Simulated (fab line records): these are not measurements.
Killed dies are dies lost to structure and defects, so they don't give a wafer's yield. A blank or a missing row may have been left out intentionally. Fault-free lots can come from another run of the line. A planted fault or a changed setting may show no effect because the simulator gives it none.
fab line records | flow nandHarc | part 2 of 2: steps 21 to 29 of 29
record: lots: 5 | wafers: 15 | lastDay: 30
route steps=1302 shown A_CONTACT@995
lots untouched by any fault: they come from a run of this same line in which no faults occurred
startH: hours from the record's opening day to when the first of the lot's shown wafers began | waitH: hours since the lot's step before | " same as the row above | L1.1+2: several wafers, shown together as one row | - either no value or no given start | * or withheld: withheld | < > ~ a bound
route shown NAME@n: names a module that has steps shown in the file, with the first one's number in the route | usual: mean/standard deviation taken from wafers without a fault | same: alike in all rows | chamber/n: place in a boat | sites: the reading at each site | _std_site: standard deviation across them | _edge_site: inner sites' mean taken away from outer sites' mean | radiusMm: for every site, how far away it sits from the centre of the wafer | mask NAME#n: copy n | behind: the last tool/chamber to shape the wafer | hold: cause of the lot's hold/its duration in hours/its outcome | device: whichever transistor did not switch (one of n, p or np) | end of line: tests run on the same wafers once the route is complete | a step without rows: its recipe alone | killed: dies lost to structure and defects at the first sort, not the wafer's yield | map: shows each die of a wafer: x if killed, . if not, _ if none is there
set.NAME: the run value of the setting; set.NAME@STEP: its run value at that earlier step | model.NAME: the simulator's own value behind a step, which no gauge read
lots at some steps of the route; a table a step, a row a wafer
services: a tool's chamber out of use, with start hour (startH, from the record's first day; less than 0 if before it), hours out, and reason
== steps ==
step: NHARC_A_CONTACT_ETCH_121
recipe: sourceW: withheld | pressureMtorr: 20 | biasV: 3000 | timeS: 190 | targetDepthA: 18500 | arFlowSccm: withheld | c4f8FlowSccm: withheld | o2FlowSccm: withheld | chemistry: C4F8/O2/Ar
lot.wafer | tool          | chamber | startH | waitH | rfHoursCounterH
L077.3    | harCapEtch-03 | 1       | 518.86 | 0.1   | -
L077.6    | "             | 1       | "      | "     | -
L077.5    | "             | 0       | "      | "     | -
L082.2    | harCapEtch-03 | 1       | 584.50 | 0.1   | 59
L082.1    | "             | 0       | "      | "     | 59
L082.3    | "             | 0       | "      | "     | -
L084.4    | harCapEtch-02 | 1       | 602.06 | 0.1   | -
L084.3    | "             | 0       | "      | "     | -
L084.5    | "             | 1       | "      | "     | -
L088.1    | harCapEtch-01 | 1       | 622.15 | 0.1   | 18
L088.3    | "             | 0       | "      | "     | -
L088.6    | "             | 0       | "      | "     | -
L091.1    | harCapEtch-02 | 0       | 653.52 | 0.1   | 117
L091.4    | "             | 0       | "      | "     | -
L091.5    | "             | 0       | "      | "     | -
step: NHARC_A_CONTACT_ETCH_122
recipe: sourceW: withheld | pressureMtorr: 20 | biasV: 3000 | timeS: 190 | targetDepthA: 18500 | arFlowSccm: withheld | c4f8FlowSccm: withheld | o2FlowSccm: withheld | chemistry: C4F8/O2/Ar
lot.wafer | tool          | chamber | startH | waitH | rfHoursCounterH
L077.3    | harCapEtch-03 | 1       | 519.03 | 0.1   | -
L077.6    | "             | 1       | "      | "     | -
L077.5    | "             | 0       | "      | "     | -
L082.2    | harCapEtch-03 | 1       | 584.67 | 0.1   | 59
L082.1    | "             | 0       | "      | "     | 59
L082.3    | "             | 0       | "      | "     | -
L084.4    | harCapEtch-02 | 1       | 602.23 | 0.1   | -
L084.3    | "             | 0       | "      | "     | -
L084.5    | "             | 1       | "      | "     | -
L088.1    | harCapEtch-01 | 1       | 622.32 | 0.1   | 18
L088.3    | "             | 0       | "      | "     | -
L088.6    | "             | 0       | "      | "     | -
L091.1    | harCapEtch-02 | 0       | 653.69 | 0.1   | 117
L091.4    | "             | 0       | "      | "     | -
L091.5    | "             | 0       | "      | "     | -
step: NHARC_A_CONTACT_ETCH_123
recipe: sourceW: withheld | pressureMtorr: 20 | biasV: 400 | timeS: 490 | targetDepthA: 21100 | arFlowSccm: withheld | c4f8FlowSccm: 11.5 | o2FlowSccm: 7.2 | chemistry: C4F8/O2/Ar
lot.wafer | tool          | chamber | startH | waitH | rfHoursCounterH
L077.3    | harCapEtch-03 | 1       | 519.32 | 0.3   | -
L077.6    | "             | 1       | "      | "     | -
L077.5    | "             | 0       | "      | "     | -
L082.2    | harCapEtch-03 | 1       | 584.84 | 0.1   | 59
L082.1    | "             | 0       | "      | "     | 59
L082.3    | "             | 0       | "      | "     | -
L084.4    | harCapEtch-02 | 1       | 602.52 | 0.3   | -
L084.3    | "             | 0       | "      | "     | -
L084.5    | "             | 1       | "      | "     | -
L088.1    | harCapEtch-01 | 1       | 622.55 | 0.2   | 18
L088.3    | "             | 0       | "      | "     | -
L088.6    | "             | 0       | "      | "     | -
L091.1    | harCapEtch-02 | 0       | 653.92 | 0.2   | 117
L091.4    | "             | 0       | "      | "     | -
L091.5    | "             | 0       | "      | "     | -
step: NHARC_A_CONTACT_ETCH_90
recipe: targetDepthA: 400 | overEtchFrac: 0.5 | timeS: 85.7 | ionEnergyEv: 120 | ch3fFlowSccm: 50 | o2FlowSccm: 30 | arFlowSccm: 200 | rfW: 500 | biasW: 100 | chemistry: CH3F/O2
usual: drypumpMotorCurrentA: 6.1/0.38 | mfcArSccm: 200.0/0.63 | oesProductAu: 0.96/0.035 | rfVppV: 244.6/1.6 | showerheadPlenumPTorr: 2.48/0.11 | throttleValvePct: 20.663/0.0084
lot.wafer | tool       | chamber | startH | waitH | drypumpMotorCurrentA | mfcArSccm | oesProductAu | rfHoursCounterH | rfVppV | showerheadPlenumPTorr | throttleValvePct
L077.3    | rieDiel-04 | 3       | 520.13 | 0.7   | 6.4                  | 200.7     | 1.00         | 34              | 246.3  | 2.48                  | 20.679
L077.5    | "          | 3       | "      | "     | 6.4                  | 201.0     | 1.01         | -               | 244.3  | 2.48                  | 20.662
L077.6    | "          | 0       | "      | "     | 5.8                  | 199.8     | 0.99         | -               | 242.2  | 2.37                  | 20.653
L082.2    | rieDiel-04 | 3       | 585.82 | 0.9   | 6.5                  | 199.8     | 0.93         | 6               | 245.8  | 2.47                  | 20.666
L082.1    | "          | 1       | "      | "     | 6.6                  | 201.9     | 0.93         | 5               | 247.2  | 2.64                  | 20.656
L082.3    | "          | 2       | "      | "     | 6.3                  | 200.0     | 0.92         | 6               | 241.8  | 2.36                  | 20.669
L084.4    | rieDiel-01 | 2       | 603.33 | 0.7   | 6.0                  | 201.1     | 0.92         | 11              | 243.6  | 2.42                  | 20.672
L084.3    | "          | 0       | "      | "     | 5.4                  | 200.0     | 0.93         | 8               | 242.8  | 2.35                  | 20.676
L084.5    | "          | 3       | "      | "     | 6.2                  | 200.0     | 0.93         | -               | 241.3  | 2.31                  | 20.663
L088.1    | rieDiel-06 | 3       | 623.45 | 0.8   | 5.9                  | 199.8     | 0.93         | 41              | 247.0  | 2.60                  | 20.670
L088.3    | "          | 1       | "      | "     | 5.8                  | 199.0     | 0.92         | 35              | 245.4  | 2.58                  | 20.663
L088.6    | "          | 3       | "      | "     | 5.8                  | 199.7     | 0.93         | -               | 245.9  | 2.60                  | 20.666
L091.4    | rieDiel-04 | 3       | 654.83 | 0.6   | 6.4                  | 199.4     | 0.94         | 19              | 244.6  | 2.47                  | 20.665
L091.1    | "          | 0       | "      | "     | 5.8                  | 200.2     | 0.93         | 18              | 243.5  | 2.36                  | 20.661
L091.5    | "          | 3       | "      | "     | 6.4                  | 199.1     | 0.94         | -               | 244.2  | 2.47                  | 20.660
step: NHARC_A_CONTACT_ETCH_96
recipe: targetDepthA: 200 | overEtchFrac: 0.5 | timeS: 10 | ionEnergyEv: 250 | c4f6FlowSccm: 25 | o2FlowSccm: 20 | arFlowSccm: 500 | rfW: 600 | biasW: 500 | chemistry: C4F6/O2
usual: drypumpMotorCurrentA: 6.1/0.4 | mfcArSccm: 499.9/1.5 | oesProductAu: 0.967/0.029 | rfVppV: 548/3.5 | showerheadPlenumPTorr: 3.96/0.17 | throttleValvePct: 26.904/0.0088
lot.wafer | tool       | chamber | startH | waitH | drypumpMotorCurrentA | mfcArSccm | oesProductAu | rfHoursCounterH | rfVppV | showerheadPlenumPTorr | throttleValvePct
L077.3    | rieDiel-04 | 1       | -      | -     | 6.6                  | 498.7     | 1.009        | 32              | 554    | 4.21                  | 26.918
L077.6    | "          | 2       | "      | "     | 6.4                  | 500.9     | 1.013        | -               | 545    | 3.78                  | 26.898
L077.5    | "          | 3       | "      | "     | 6.5                  | 498.1     | 1.007        | -               | 548    | 3.95                  | 26.903
L082.1    | rieDiel-04 | 1       | -      | -     | 6.6                  | 499.3     | 0.943        | 5               | 553    | 4.20                  | 26.887
L082.3    | "          | 2       | "      | "     | 6.3                  | 499.3     | 0.933        | 6               | 544    | 3.78                  | 26.912
L082.2    | "          | 3       | "      | "     | 6.4                  | 501.6     | 0.955        | 6               | 548    | 3.95                  | 26.901
L084.3    | rieDiel-01 | 2       | -      | -     | 6.0                  | 501.6     | 0.952        | 11              | 546    | 3.87                  | 26.892
L084.4    | "          | 3       | "      | "     | 6.2                  | 502.4     | 0.949        | 8               | 541    | 3.70                  | 26.916
L084.5    | "          | 2       | "      | "     | 5.9                  | 500.3     | 0.961        | -               | 547    | 3.87                  | 26.912
L088.1    | rieDiel-06 | 0       | -      | -     | 6.2                  | 499.0     | 0.966        | 37              | 549    | 4.04                  | 26.919
L088.3    | "          | 2       | "      | "     | 5.3                  | 500.4     | 0.945        | 37              | 551    | 4.16                  | 26.913
L088.6    | "          | 0       | "      | "     | 6.2                  | 500.6     | 0.960        | -               | 548    | 4.04                  | 26.908
L091.4    | rieDiel-04 | 1       | -      | -     | 6.6                  | 499.0     | 0.962        | 18              | 552    | 4.19                  | 26.917
L091.1    | "          | 2       | "      | "     | 6.4                  | 500.5     | 0.973        | 19              | 544    | 3.77                  | 26.889
L091.5    | "          | 0       | "      | "     | 5.8                  | 498.8     | 0.955        | -               | 543    | 3.78                  | 26.904
step: NHARC_A_CONTACT_CD_MEAS_53
usual: cdNm: 289.4/0.95
lot.wafer | tool     | chamber | startH | waitH | cdNm
L077.3    | cdSem-03 | -       | 520.35 | -     | 289.9
L077.5    | "        | -       | "      | "     | 289.8
L077.6    | "        | -       | "      | "     | 289.6
L082.1    | cdSem-02 | -       | 586.03 | -     | 287.1
L082.2    | "        | -       | "      | "     | 289.2
L082.3    | "        | -       | "      | "     | 288.3
L084.3    | cdSem-03 | -       | 603.55 | -     | 289.8
L084.4    | "        | -       | "      | "     | 288.4
L084.5    | "        | -       | "      | "     | 288.8
L088.1    | cdSem-01 | -       | 623.66 | -     | 289.5
L088.3    | "        | -       | "      | "     | 289.4
L088.6    | "        | -       | "      | "     | 289.4
L091.1    | cdSem-02 | -       | 655.03 | -     | 291.0
L091.4    | "        | -       | "      | "     | 290.9
L091.5    | "        | -       | "      | "     | 290.8
step: NHARC_A_CONTACT_STRIP_99
recipe: n2FlowSccm: 150 | h2FlowSccm: 150 | arFlowSccm: 0 | biasW: 0 | chemistry: N2/H2
lot.wafer  | tool       | chamber | startH | waitH
L077.3+5+6 | rieDiel-06 | 3,3,0   | 520.42 | 0.1
L082.2+1+3 | rieDiel-06 | 1,3,0   | 586.11 | 0.1
L084.4+3+5 | rieDiel-04 | 3,2,0   | 603.62 | 0.1
L088.3+1+6 | rieDiel-06 | 1,2,1   | 623.74 | 0.1
L091.1+4+5 | rieDiel-04 | 3,1,0   | 655.11 | 0.1
step: NHARC_A_CONTACT_STRIP_100
recipe: cf4FlowSccm: 100 | chf3FlowSccm: 30 | arFlowSccm: 0 | biasW: 0 | chemistry: CF4/CHF3
lot.wafer  | tool       | chamber | startH | waitH
L077.3+6+5 | rieDiel-06 | 0,3,0   | 520.52 | 0.1
L082.1+3+2 | rieDiel-06 | 1,2,3   | 586.21 | 0.1
L084.4+3+5 | rieDiel-04 | 2,0,2   | 603.72 | 0.1
L088.3+1+6 | rieDiel-06 | 3,0,0   | 623.83 | 0.1
L091.1+4+5 | rieDiel-04 | 0,2,3   | 655.20 | 0.1
step: NHARC_A_CONTACT_STRIP_101
recipe: o2FlowSccm: 400 | cosFlowSccm: 20 | arFlowSccm: 0 | biasW: 0 | chemistry: O2/COS
lot.wafer  | tool       | chamber | startH | waitH
L077.3+6+5 | rieDiel-06 | 3,2,3   | 520.58 | 0.1
L082.1+3+2 | rieDiel-06 | 2,3,0   | 586.27 | 0.1
L084.3+4+5 | rieDiel-04 | 1,3,1   | 603.78 | 0.0
L088.3+1+6 | rieDiel-06 | 2,0,3   | 623.90 | 0.1
L091.1+4+5 | rieDiel-04 | 3,1,0   | 655.26 | 0.1
== services ==
tool          | chamber | startH | hours | kind
rieDiel-06    | -       | 493.45 | 9.0   | pm
harCapEtch-01 | -       | 498.62 | 17.0  | pm
lithoTrack-01 | -       | 505.00 | 7.0   | pm
rieDiel-04    | 0       | 510.92 | -     | clean
rieDiel-04    | 1       | 510.92 | -     | clean
rieDiel-04    | 2       | 510.92 | -     | clean
rieDiel-04    | 3       | 510.92 | -     | clean
lithoTrack-06 | -       | 529.00 | 7.0   | pm
rieDiel-04    | -       | 531.90 | 9.0   | pm
rieDiel-04    | 0       | 531.90 | 9.0   | ventCycle
rieDiel-04    | 1       | 531.90 | 9.0   | ventCycle
rieDiel-04    | 2       | 531.90 | 9.0   | ventCycle
rieDiel-04    | 3       | 531.90 | 9.0   | ventCycle
rieDiel-04    | 0       | 540.90 | -     | clean
rieDiel-04    | 1       | 540.90 | -     | clean
rieDiel-04    | 2       | 540.90 | -     | clean
rieDiel-04    | 3       | 540.90 | -     | clean
rieDiel-04    | 3       | 540.90 | -     | consumableReplace:focusRing
lithoTrack-04 | -       | 553.00 | 7.0   | pm
rieDiel-01    | -       | 560.43 | 9.0   | pm
rieDiel-04    | -       | 564.49 | 1.0   | repair
rieDiel-06    | 0       | 602.28 | 4.5   | repair
rieDiel-04    | 0       | 614.54 | 6.1   | repair
harCapEtch-03 | -       | 634.63 | 0.1   | repair
